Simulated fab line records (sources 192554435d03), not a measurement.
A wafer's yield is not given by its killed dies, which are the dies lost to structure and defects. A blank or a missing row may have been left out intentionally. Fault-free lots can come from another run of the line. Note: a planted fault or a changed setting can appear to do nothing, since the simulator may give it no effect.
2 desks looking at one fault -- flow n5 finfet -- numbers are kept per desk, each desk with only its own; the story behind them comes last

## TOOL OWNER'S DESK, rie diel-06
The tool's own readings at N5_BEOL_M15_TRENCH_ETCH_34 (etches SiO2 in C4F8/O2/Ar, target depth 872.93 nm, time 199 s): means of the sampled wafers that have a number, for each lot that ran on this tool. A lot is out of limits, marked OUT, if its mean lies more than 4 standard deviations from the usual mean; the brackets give that distance.
Columns: A = C4F8_flow_sccm at N5_BEOL_M15_TRENCH_ETCH_34, usual 16.00 sccm; B = drypump motor current A at N5_BEOL_M15_TRENCH_ETCH_34, usual 6.1 A; C = he inner torr at N5_BEOL_M15_TRENCH_ETCH_34, usual 15.00 Torr; D = oes product au at N5_BEOL_M15_TRENCH_ETCH_34, usual 0.79 a.u.; E = rf vpp V at N5_BEOL_M15_TRENCH_ETCH_34, usual 2226 V; F = showerhead plenum p Torr at N5_BEOL_M15_TRENCH_ETCH_34, usual 3.40 Torr; G = throttle valve pct at N5_BEOL_M15_TRENCH_ETCH_34, usual 30.92 %
lot,first seen here,A,B,C,D,E,F,G
L292,day 13 01:53,16.04,5.9,15.04,0.84,2233,3.42,30.65
L299,day 14 15:20,16.05,5.8,15.00,0.79,2236,3.44,30.73
L310,day 18 07:17,15.99,6.2,14.99,0.87,2227,3.43,30.57
This desk found nothing out of limits on any of the 3 lots.

## FROM THE METROLOGY DESK
Means of the sampled wafers that have a number, per lot and without regard to the tool the lot ran on: this is what the gauges read. A lot is out of limits, marked OUT, if its mean lies more than 4 standard deviations from the usual mean; the brackets give that distance.
Columns: A = PAD_OVL at N5_PASSIVATION_OVL_MEAS_63, usual 3 nm
lot,first seen here,A
L291,day 13 11:13,3
L292,day 13 20:15,7
L294,day 14 02:10,11
L295,day 14 15:35,-6
L297,day 14 16:05,3
L296,day 15 00:40,4
L299,day 15 07:02,4
L300,day 15 16:22,5
L301,day 16 03:22,1
L302,day 16 16:09,7
L311,day 18 22:41,7
L310,day 19 01:57,-0
L313,day 19 23:19,2
This desk found nothing out of limits on any of the 13 lots.

## ALL TOGETHER
The desk of the tool owner found nothing out of limits.
Nothing out of limits was seen by the metrology desk.

## WHAT THE SIMULATOR HAD PUT IN
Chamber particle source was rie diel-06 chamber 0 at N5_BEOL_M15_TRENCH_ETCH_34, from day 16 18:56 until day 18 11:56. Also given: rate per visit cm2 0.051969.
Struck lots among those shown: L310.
